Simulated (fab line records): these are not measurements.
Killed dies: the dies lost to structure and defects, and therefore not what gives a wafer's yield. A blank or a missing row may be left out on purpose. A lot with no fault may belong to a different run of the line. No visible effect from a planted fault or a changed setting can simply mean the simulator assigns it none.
fab line records	flow n5_finfet	part 1 of 2: steps 1 to 17 of 27
[record] lots = 5	wafers = 15	last_day = 18
route steps=1938 shown BEOL_M4@1054
lots that met no fault: taken from a fault-free run of the same line
start_h: hours from the record's opening day to when the first of the lot's shown wafers began	wait_h: hours since the lot's step before	" identical to the entry in the row above	L1.1+2: one row covering several wafers at once	- no value, or no start was given	* or withheld: withheld	< > ~ a bound
route shown NAME@n: NAME is a module with steps in the file, n the number in the route of the first one	usual: mean/standard deviation of fault-free wafers	same: alike in all rows	chamber/n: place in a boat	sites: the reading at each site	_std_site: the standard deviation of these	_edge_site: outer sites' mean less inner sites'	radius_mm: for every site, how far away it sits from the centre of the wafer	mask NAME#n: copy n	behind: the most recent tool/chamber to have shaped the wafer	hold: why the lot was held/for how many hours/how that ended	device: the transistor (n, p or np) that didn't switch	end of line: the same wafers' tests at the end of the route	a step without rows: its recipe alone	killed: at the first sort, the dies lost to defects and structure; wafer yield is something else	map: shows each die of a wafer: x if killed, . if not, _ if none is there
set.NAME: the setting that was run; set.NAME@STEP: the one run at that earlier step	model.NAME: the simulator's own value behind a step, which no gauge read
certain route steps with their lots: each step a table, each wafer a row
services: when a tool's chamber went out of use (start_h, in hours from the record's first day, below 0 if earlier), for how many hours, and the reason
[[steps]]
[step N5_BEOL_M4_PEB_26]
[recipe] peb_temp_c = 100	peb_time_s = 60	resist = CAR-EUV
lot.wafer	tool	chamber	start_h	wait_h
L076.1+3+4	litho_track-03	0	173.78	0.1
L079.1+2+5	litho_track-03	0	191.06	0.1
L084.1+3+5	litho_track-03	0	220.56	0.1
L086.1+2+5	litho_track-02	0	254.00	0.1
L095.1+5+6	litho_track-02	0	308.46	0.1
[step N5_BEOL_M4_DEVELOP_27]
[recipe] develop_time_s = 30	developer = TMAH	resist = CAR-EUV	rinse_liquid = surfactant_rinse	dry = air_spin	dev_temp_c = 23
[usual] developer_temp_C = 22.98/0.11
lot.wafer	tool	chamber	start_h	wait_h	developer_temp_C
L076.1	litho_track-03	0	-	-	22.99
L076.3	"	0	"	"	22.90
L076.4	"	0	"	"	22.86
L079.1	litho_track-03	0	-	-	23.04
L079.2	"	0	"	"	22.96
L079.5	"	0	"	"	23.01
L084.1	litho_track-03	0	-	-	23.17
L084.3	"	0	"	"	23.08
L084.5	"	0	"	"	23.14
L086.1	litho_track-02	0	-	-	22.82
L086.2	"	0	"	"	22.98
L086.5	"	0	"	"	22.84
L095.1	litho_track-02	0	-	-	23.15
L095.5	"	0	"	"	23.11
L095.6	"	0	"	"	23.18
[step N5_BEOL_M4_CD_MEAS_28]
[recipe] target_cd_nm = 26.2	landing_energy_ev = 500	detector = se_inlens	target_cd_y_nm = 24.1	polarity = opening
[usual] cd_nm = 26.29/0.22
lot.wafer	tool	chamber	start_h	wait_h	cd_nm
L076.1	cd_sem-02	0	173.85	-	26.27
L076.3	"	0	"	"	26.19
L076.4	"	0	"	"	26.18
L079.1	cd_sem-03	0	191.12	-	26.14
L079.2	"	0	"	"	26.03
L079.5	"	0	"	"	26.22
L084.1	cd_sem-01	0	220.63	-	25.98
L084.3	"	0	"	"	25.85
L084.5	"	0	"	"	26.42
L086.1	cd_sem-02	0	254.07	-	26.11
L086.2	"	0	"	"	26.33
L086.5	"	0	"	"	25.92
L095.1	cd_sem-01	0	308.52	-	26.20
L095.5	"	0	"	"	26.41
L095.6	"	0	"	"	26.27
[step N5_BEOL_M4_OVL_MEAS_29]
[recipe] points_per_wafer = 522
[usual] V3_OVL = 0.0/0.67
lot.wafer	tool	chamber	start_h	wait_h	V3_OVL[nm]
L076.1	overlay-01	0	173.88	0.0	0.5
L076.3	"	0	"	"	1.3
L076.4	"	0	"	"	0.2
L079.1	overlay-02	0	191.15	0.0	0.5
L079.2	"	0	"	"	0.1
L079.5	"	0	"	"	0.7
L084.1	overlay-02	0	220.66	0.0	0.5
L084.3	"	0	"	"	0.7
L084.5	"	0	"	"	0.0
L086.1	overlay-01	0	254.10	0.0	0.2
L086.2	"	0	"	"	-0.4
L086.5	"	0	"	"	0.5
L095.1	overlay-01	0	308.55	0.0	0.1
L095.5	"	0	"	"	-0.6
L095.6	"	0	"	"	0.0
[step N5_BEOL_M4_INSPECT_30]
[recipe] mode = adi	inspect_instrument = brightfield
[usual] raw_defect_count = 416/90
lot.wafer	tool	chamber	start_h	wait_h	raw_defect_count
L076.1	defect_inspect-01	-	173.93	0.1	293
L076.3	"	-	"	"	270
L076.4	"	-	"	"	295
L079.1	defect_inspect-02	-	191.21	0.1	509
L079.2	"	-	"	"	509
L079.5	"	-	"	"	569
L084.1	defect_inspect-01	-	220.72	0.1	340
L084.3	"	-	"	"	451
L084.5	"	-	"	"	465
L086.1	defect_inspect-01	-	254.16	0.1	303
L086.2	"	-	"	"	323
L086.5	"	-	"	"	515
L095.1	defect_inspect-02	-	308.61	0.1	506
L095.5	"	-	"	"	298
L095.6	"	-	"	"	440
[step N5_BEOL_M4_DESCUM_33]
[recipe] chemistry = O2	time_s = 7	source_power_w = 50	bias_power_w = 20	pressure_mtorr = 20	rf_frequency_hz = 2.712e+07	temp_c = 40	resist = CAR-EUV	o2_flow_sccm = 225
[usual] drypump_motor_current_A = 5.6/0.45	o2_flow_sccm = 225.1/0.69	oes_product_au = 0.79/0.078	rf_vpp_V = 243.5/1.6	showerhead_plenum_p_Torr = 2.12/0.084	throttle_valve_pct = 20.41/0.26
lot.wafer	tool	chamber	start_h	wait_h	drypump_motor_current_A	o2_flow_sccm	oes_product_au	rf_hours_counter_h	rf_vpp_V	showerhead_plenum_p_Torr	throttle_valve_pct
L076.1	rie_diel-06	0	173.97	0.0	5.8	224.1	0.93	24	245.2	2.22	20.30
L076.3	"	3	"	"	6.0	225.0	0.79	118	244.5	2.22	20.73
L076.4	"	2	"	"	4.9	224.8	0.67	235	242.3	2.08	20.19
L079.1	rie_diel-04	3	191.25	0.0	5.8	226.1	0.75	158	241.6	2.00	20.59
L079.2	"	1	"	"	5.9	225.3	0.72	179	245.5	2.16	20.14
L079.5	"	0	"	"	4.8	226.0	0.82	-	243.7	2.10	20.16
L084.1	rie_diel-06	1	220.75	0.0	5.8	225.5	0.76	152	242.1	2.01	20.51
L084.3	"	0	"	"	5.8	223.9	0.89	43	245.6	2.21	20.34
L084.5	"	0	"	"	5.8	224.4	0.90	-	245.3	2.21	20.34
L086.1	rie_diel-04	0	254.27	0.1	4.8	225.0	0.80	105	242.9	2.10	20.19
L086.2	"	3	"	"	5.7	225.1	0.74	183	242.4	1.99	20.62
L086.5	"	0	"	"	4.8	224.3	0.80	-	241.7	2.10	20.19
L095.1	rie_diel-06	1	308.68	0.1	5.8	223.9	0.74	185	242.9	2.00	20.56
L095.5	"	0	"	"	5.8	225.0	0.85	-	245.5	2.20	20.38
L095.6	"	3	"	"	6.0	224.0	0.74	-	243.8	2.20	20.78
[step N5_BEOL_M4_ETCH_77]
[recipe] chemistry = N2/H2	target = underlayer	target_depth_a = 65	mask_material = CAR-EUV	time_s = 5.2	ion_energy_ev = 200	pressure_mtorr = 30	source_w = 840	bias_w = 150	n2_flow_sccm = 200	h2_flow_sccm = 200	ends = cleared
[usual] drypump_motor_current_A = 5.6/0.46	etch_rf_on_time_s = 5.14/0.097	oes_product_au = 0.68/0.065	rf_vpp_V = 525/3.1	showerhead_plenum_p_Torr = 2.57/0.1	throttle_valve_pct = 17.82/0.23
lot.wafer	tool	chamber	start_h	wait_h	drypump_motor_current_A	etch_rf_on_time_s	oes_product_au	rf_hours_counter_h	rf_vpp_V	showerhead_plenum_p_Torr	throttle_valve_pct
L076.1	rie_diel-06	0	174.00	0.0	5.8	5.06	0.78	24	530	2.71	17.93
L076.3	"	3	"	"	6.0	5.17	0.68	118	529	2.67	17.91
L076.4	"	2	"	"	5.0	5.23	0.58	235	524	2.51	17.59
L079.1	rie_diel-04	3	191.28	0.0	5.8	5.05	0.66	158	520	2.42	17.90
L079.2	"	1	"	"	5.9	5.14	0.63	179	525	2.63	17.67
L079.5	"	0	"	"	4.8	5.19	0.69	-	527	2.56	17.66
L084.1	rie_diel-06	1	220.79	0.0	5.8	5.25	0.65	152	522	2.44	17.88
L084.3	"	0	"	"	5.8	5.08	0.76	43	528	2.71	17.98
L084.5	"	0	"	"	5.9	5.08	0.76	-	528	2.71	17.97
L086.1	rie_diel-04	0	254.30	0.0	4.7	5.20	0.68	105	525	2.55	17.71
L086.2	"	3	"	"	5.8	5.03	0.64	183	522	2.41	17.93
L086.5	"	0	"	"	4.7	5.14	0.68	-	522	2.55	17.69
L095.1	rie_diel-06	1	308.71	0.0	5.8	5.28	0.62	185	522	2.43	17.98
L095.5	"	0	"	"	5.8	5.05	0.73	-	525	2.69	18.01
L095.6	"	3	"	"	6.0	5.21	0.63	-	528	2.65	17.98
[step N5_BEOL_M4_ETCH_69]
[recipe] chemistry = CF4	target = SiARC	target_depth_a = 156	mask_material = CAR-EUV	time_s = 26	ion_energy_ev = 80	pressure_mtorr = 40	source_w = 545	bias_w = 36	Ar_flow_sccm = 100	cf4_flow_sccm = 100	ends = cleared
[usual] drypump_motor_current_A = 5.6/0.46	etch_rf_on_time_s = 25.7/0.61	oes_product_au = 0.68/0.066	rf_vpp_V = 184.3/1.2	showerhead_plenum_p_Torr = 2.17/0.081	throttle_valve_pct = 15.60/0.22
lot.wafer	tool	chamber	start_h	wait_h	drypump_motor_current_A	etch_rf_on_time_s	oes_product_au	rf_hours_counter_h	rf_vpp_V	showerhead_plenum_p_Torr	throttle_valve_pct
L076.1	rie_diel-06	0	174.02	0.0	5.8	25.1	0.80	24	186.0	2.29	15.64
L076.3	"	3	"	"	5.9	25.8	0.68	118	185.4	2.24	15.69
L076.4	"	2	"	"	4.9	26.6	0.58	235	183.5	2.11	15.41
L079.1	rie_diel-04	3	191.30	0.0	5.8	25.0	0.66	158	182.7	2.06	15.85
L079.2	"	1	"	"	5.9	25.8	0.63	179	184.2	2.21	15.40
L079.5	"	0	"	"	4.7	26.2	0.70	-	183.5	2.16	15.37
L084.1	rie_diel-06	1	220.81	0.0	5.8	26.9	0.64	152	182.7	2.07	15.72
L084.3	"	0	"	"	5.8	25.5	0.76	43	185.5	2.28	15.67
L084.5	"	0	"	"	5.8	25.5	0.77	-	183.7	2.28	15.67
L086.1	rie_diel-04	0	254.32	0.0	4.7	26.3	0.67	105	183.9	2.16	15.42
L086.2	"	3	"	"	5.7	25.4	0.64	183	182.5	2.05	15.88
L086.5	"	0	"	"	4.7	26.2	0.68	-	184.3	2.16	15.42
L095.1	rie_diel-06	1	308.73	0.0	5.8	26.6	0.63	185	183.1	2.05	15.77
L095.5	"	0	"	"	5.9	25.0	0.73	-	185.3	2.27	15.73
L095.6	"	3	"	"	6.0	25.5	0.64	-	184.9	2.22	15.78
[step N5_BEOL_M4_ALD_98]
[recipe] material = SiO2	target_thk_a = 25	temp_c = 100	ald_precursor_family = BDEAS	ald_co_reactant = O2-plasma	pulse_time_s = 1	co_reactant_pulse_time_s = 1	purge_time_s = 2	co_reactant_purge_time_s = 2	ald_cycles = 17	pressure_torr = 2
[usual] heater_power_w = 80/10	precursor_pulse_height_rel = 1.001/0.02
[same] purge_time_s = 2
lot.wafer	tool	chamber	start_h	wait_h	heater_power_w	precursor_pulse_height_rel
L076.1	ald_sin-01	0	174.39	0.3	77	1.010
L076.3	"	1	"	"	78	0.974
L076.4	"	3	"	"	75	0.987
L079.1	ald_sin-02	3	191.38	0.1	87	1.008
L079.2	"	0	"	"	68	1.022
L079.5	"	1	"	"	94	1.021
L084.1	ald_sin-04	3	220.96	0.1	76	0.991
L084.3	"	0	"	"	69	0.990
L084.5	"	3	"	"	73	1.026
L086.1	ald_sin-02	1	254.76	0.4	94	1.018
L086.2	"	0	"	"	68	0.990
L086.5	"	3	"	"	88	0.994
L095.1	ald_sin-02	0	308.82	0.1	67	1.002
L095.5	"	0	"	"	70	0.980
L095.6	"	1	"	"	96	1.010
[step N5_BEOL_M4_ETCHBACK_99]
[recipe] chemistry = CHF3	target = SiO2	target_depth_a = 50	time_s = 10.4	source_w = 215	bias_w = 47	Ar_flow_sccm = 200	CHF3_flow_sccm = 12	ion_energy_ev = 100	pressure_mtorr = 30
[usual] drypump_motor_current_A = 5.6/0.48	oes_product_au = 0.80/0.077	rf_vpp_V = 244/5.8	showerhead_plenum_p_Torr = 2.16/0.078	throttle_valve_pct = 17.03/0.24
lot.wafer	tool	chamber	start_h	wait_h	drypump_motor_current_A	oes_product_au	rf_hours_counter_h	rf_vpp_V	showerhead_plenum_p_Torr	throttle_valve_pct
L076.1	rie_diel-04	0	176.76	2.3	4.8	0.83	74	252	2.18	16.84
L076.3	"	3	"	"	5.8	0.79	151	239	2.06	17.24
L076.4	"	1	"	"	5.9	0.74	172	250	2.22	16.80
L079.1	rie_diel-06	2	200.08	8.7	5.0	0.68	246	245	2.10	16.75
L079.2	"	0	"	"	5.8	0.91	33	232	2.29	17.07
L079.5	"	2	"	"	5.0	0.67	-	245	2.10	16.75
L084.1	rie_diel-04	1	227.12	6.1	5.9	0.73	192	250	2.21	16.85
L084.3	"	0	"	"	4.8	0.81	94	250	2.17	16.89
L084.5	"	3	"	"	5.8	0.77	-	242	2.06	17.30
L086.1	rie_diel-06	1	257.02	2.2	5.8	0.74	168	251	2.07	17.20
L086.2	"	2	"	"	4.9	0.98	10	244	2.10	16.35
L086.5	"	3	"	"	6.0	0.75	-	238	2.24	17.21
L095.1	rie_diel-06	2	327.83	19.0	5.0	0.91	33	245	2.09	16.39
L095.5	"	0	"	"	5.8	0.84	-	233	2.28	17.17
L095.6	"	1	"	"	5.8	0.73	-	250	2.06	17.23
[step N5_BEOL_M4_ETCH_70]
[recipe] chemistry = N2/H2	target = SOC	target_depth_a = 800	overetch_a = 240	mask_material = SiARC	temp_c = 40	time_s = 130	ion_energy_ev = 200	pressure_mtorr = 30	source_w = 840	bias_w = 150	n2_flow_sccm = 200	h2_flow_sccm = 200
[usual] drypump_motor_current_A = 5.6/0.48	oes_product_au = 0.58/0.053	rf_vpp_V = 524.3/2.7	showerhead_plenum_p_Torr = 2.55/0.096	throttle_valve_pct = 17.74/0.23
lot.wafer	tool	chamber	start_h	wait_h	drypump_motor_current_A	oes_product_au	rf_hours_counter_h	rf_vpp_V	showerhead_plenum_p_Torr	throttle_valve_pct
L076.1	rie_diel-04	0	176.79	0.0	4.7	0.61	74	524.0	2.56	17.60
L076.3	"	3	"	"	5.8	0.56	151	521.4	2.42	17.85
L076.4	"	1	"	"	5.9	0.55	173	528.4	2.63	17.62
L079.1	rie_diel-06	2	200.12	0.0	4.9	0.51	246	523.6	2.50	17.58
L079.2	"	0	"	"	5.8	0.66	33	528.0	2.71	17.92
L079.5	"	2	"	"	4.9	0.51	-	523.2	2.50	17.58
L084.1	rie_diel-04	1	227.16	0.0	5.9	0.53	192	525.2	2.62	17.64
L084.3	"	0	"	"	4.7	0.59	94	524.4	2.55	17.63
L084.5	"	3	"	"	5.7	0.55	-	521.5	2.42	17.87
L086.1	rie_diel-06	1	257.06	0.0	5.8	0.55	168	521.6	2.44	17.87
L086.2	"	2	"	"	4.9	0.72	10	524.0	2.49	17.20
L086.5	"	3	"	"	6.0	0.56	-	526.3	2.66	17.93
L095.1	rie_diel-06	2	327.87	0.0	4.9	0.67	33	522.4	2.49	17.24
L095.5	"	0	"	"	5.8	0.60	-	526.6	2.69	17.99
L095.6	"	1	"	"	5.8	0.54	-	521.0	2.43	17.93
[step N5_BEOL_M4_STRIP_71]
[recipe] chemistry = N2/H2	temp_c = 40	n2_flow_sccm = 200	h2_flow_sccm = 200	rf_frequency_hz = 6e+07
lot.wafer	tool	chamber	start_h	wait_h
L076.1+3+4	rie_diel-04	0,3,1	176.88	0.0
L079.1+2+5	rie_diel-06	2,0,2	200.20	0.0
L084.1+3+5	rie_diel-04	1,0,3	227.25	0.0
L086.1+2+5	rie_diel-06	1,2,3	257.14	0.0
L095.1+5+6	rie_diel-06	2,0,1	327.96	0.0
[step N5_BEOL_M4_STRIP_78]
[recipe] chemistry = N2/H2	temp_c = 40	n2_flow_sccm = 200	h2_flow_sccm = 200	rf_frequency_hz = 6e+07
lot.wafer	tool	chamber	start_h	wait_h
L076.1+3+4	rie_diel-04	0,3,1	176.89	0.0
L079.1+2+5	rie_diel-06	2,0,2	200.21	0.0
L084.1+3+5	rie_diel-04	1,0,3	227.26	0.0
L086.1+2+5	rie_diel-06	1,2,3	257.15	0.0
L095.1+5+6	rie_diel-06	2,0,1	327.97	0.0
[step N5_BEOL_M4_VIA_ETCH_34]
[recipe] chemistry = C4F6/O2	target_depth_a = 694	mask_material = SOC	pressure_mtorr = 15	ion_energy_ev = 250	taper_deg = 4	time_s = 65.9	source_w = 350	bias_w = 170	Ar_flow_sccm = 300	C4F6_flow_sccm = 10	O2_flow_sccm = 10
[usual] O2_flow_sccm = 9.998/0.03	drypump_motor_current_A = 5.6/0.48	oes_o_777_au = 0.80/0.075	oes_product_au = 0.80/0.077	rf_vpp_V = 674/16	showerhead_plenum_p_Torr = 2.86/0.099	throttle_valve_pct = 30.7/0.33
lot.wafer	tool	chamber	start_h	wait_h	O2_flow_sccm	drypump_motor_current_A	oes_o_777_au	oes_product_au	rf_hours_counter_h	rf_vpp_V	showerhead_plenum_p_Torr	throttle_valve_pct
L076.1	rie_diel-04	0	176.90	0.0	10.006	4.8	0.80	0.83	74	695	2.88	30.7
L076.3	"	3	"	"	10.049	5.8	0.80	0.78	151	665	2.73	30.9
L076.4	"	1	"	"	9.982	5.9	0.73	0.74	173	691	2.93	30.4
L079.1	rie_diel-06	2	200.22	0.0	9.934	5.0	0.69	0.67	246	678	2.78	30.1
L079.2	"	0	"	"	10.027	5.8	0.90	0.91	33	644	3.02	30.8
L079.5	"	2	"	"	9.968	5.0	0.70	0.68	-	678	2.78	30.1
L084.1	rie_diel-04	1	227.27	0.0	10.038	5.9	0.72	0.72	192	691	2.92	30.4
L084.3	"	0	"	"	9.960	4.8	0.78	0.82	94	695	2.87	30.7
L084.5	"	3	"	"	10.017	5.7	0.78	0.76	-	665	2.72	30.9
L086.1	rie_diel-06	1	257.16	0.0	10.041	5.8	0.73	0.74	168	688	2.73	30.9
L086.2	"	2	"	"	9.978	4.9	0.99	0.98	10	677	2.77	30.0
L086.5	"	3	"	"	9.998	6.0	0.78	0.76	-	656	2.95	31.0
L095.1	rie_diel-06	2	327.98	0.0	10.001	5.0	0.92	0.93	33	678	2.76	30.0
L095.5	"	0	"	"	10.000	5.8	0.83	0.84	-	644	3.00	30.8
L095.6	"	1	"	"	10.027	5.8	0.71	0.73	-	689	2.72	30.9
[step N5_BEOL_M4_STRIP_83]
[recipe] chemistry = C4F6/O2	resist = SiARC	rf_frequency_hz = 6e+07
lot.wafer	tool	chamber	start_h	wait_h
L076.1+3+4	rie_diel-04	0,3,1	176.95	0.0
L079.1+2+5	rie_diel-06	2,0,2	200.28	0.0
L084.1+3+5	rie_diel-04	1,0,3	227.32	0.0
L086.1+2+5	rie_diel-06	1,2,3	257.21	0.0
L095.1+5+6	rie_diel-06	2,0,1	328.03	0.0
[step N5_BEOL_M4_STRIP_36]
[recipe] chemistry = N2/H2	power_w = 450	temp_c = 40	pressure_mtorr = 20	rf_frequency_hz = 6e+07	overash_fraction = 0.3	bias_power_w = 7	h2_frac = 0.5	n2_flow_sccm = 200	h2_flow_sccm = 200
[usual] drypump_motor_current_A = 5.6/0.48	oes_product_au = 0.79/0.079	rf_vpp_V = 59.2/1.4	showerhead_plenum_p_Torr = 2.55/0.096	throttle_valve_pct = 23.54/0.3
lot.wafer	tool	chamber	start_h	wait_h	drypump_motor_current_A	oes_product_au	rf_hours_counter_h	rf_vpp_V	showerhead_plenum_p_Torr	throttle_valve_pct
L076.1	rie_diel-04	0	176.96	0.0	4.8	0.83	74	58.9	2.56	23.60
L076.3	"	3	"	"	5.8	0.78	151	60.1	2.42	23.52
L076.4	"	1	"	"	5.9	0.74	173	60.1	2.63	23.45
L079.1	rie_diel-06	2	200.29	0.0	5.0	0.68	246	58.2	2.50	23.30
L079.2	"	0	"	"	5.8	0.91	33	59.0	2.71	23.85
L079.5	"	2	"	"	4.9	0.66	-	57.3	2.50	23.30
L084.1	rie_diel-04	1	227.33	0.0	5.9	0.72	192	60.3	2.62	23.48
L084.3	"	0	"	"	4.7	0.81	94	59.2	2.55	23.62
L084.5	"	3	"	"	5.8	0.75	-	57.6	2.41	23.54
L086.1	rie_diel-06	1	257.22	0.0	5.8	0.75	168	59.8	2.43	23.64
L086.2	"	2	"	"	4.9	0.98	10	58.9	2.49	23.08
L086.5	"	3	"	"	6.0	0.75	-	61.3	2.65	23.65
L095.1	rie_diel-06	2	328.04	0.0	5.0	0.92	33	57.6	2.48	23.09
L095.5	"	0	"	"	5.8	0.84	-	57.4	2.69	23.88
L095.6	"	1	"	"	5.8	0.72	-	56.7	2.42	23.69
[step N5_BEOL_M4_TRENCH_ETCH_37]
[recipe] chemistry = C4F6/O2	target_depth_a = 555.55	target = SiOC	time_s = 29.2	ion_energy_ev = 250	pressure_mtorr = 30	source_w = 355	bias_w = 185	Ar_flow_sccm = 300	C4F6_flow_sccm = 10	O2_flow_sccm = 10
[usual] O2_flow_sccm = 10.00/0.031	drypump_motor_current_A = 5.6/0.48	oes_o_777_au = 0.80/0.075	oes_product_au = 0.80/0.077	rf_vpp_V = 674/16	showerhead_plenum_p_Torr = 2.86/0.099	throttle_valve_pct = 20.81/0.26
lot.wafer	tool	chamber	start_h	wait_h	O2_flow_sccm	drypump_motor_current_A	oes_o_777_au	oes_product_au	rf_hours_counter_h	rf_vpp_V	showerhead_plenum_p_Torr	throttle_valve_pct
L076.1	rie_diel-04	0	-	-	10.01	4.8	0.80	0.83	74	697	2.88	20.65
L076.3	"	3	"	"	10.03	5.7	0.80	0.78	152	665	2.73	21.03
L076.4	"	1	"	"	10.02	5.9	0.72	0.74	173	691	2.93	20.54
L079.1	rie_diel-06	2	-	-	10.02	5.0	0.69	0.67	246	676	2.79	20.45
L079.2	"	0	"	"	9.97	5.8	0.90	0.91	33	643	3.03	20.91
L079.5	"	2	"	"	10.01	4.9	0.69	0.67	-	678	2.79	20.45
L084.1	rie_diel-04	1	-	-	9.95	6.0	0.72	0.72	192	692	2.92	20.57
L084.3	"	0	"	"	9.98	4.8	0.79	0.81	94	695	2.87	20.69
L084.5	"	3	"	"	9.99	5.8	0.78	0.76	-	663	2.72	21.05
L086.1	rie_diel-06	1	-	-	9.99	5.8	0.73	0.74	168	689	2.74	20.98
L086.2	"	2	"	"	9.97	5.0	0.98	0.98	10	679	2.78	20.14
L086.5	"	3	"	"	9.98	6.0	0.78	0.76	-	658	2.96	21.01
L095.1	rie_diel-06	2	-	-	10.02	5.0	0.92	0.92	33	678	2.77	20.14
L095.5	"	0	"	"	10.04	5.9	0.84	0.83	-	643	3.00	21.00
L095.6	"	1	"	"	10.02	5.8	0.71	0.73	-	689	2.73	21.03
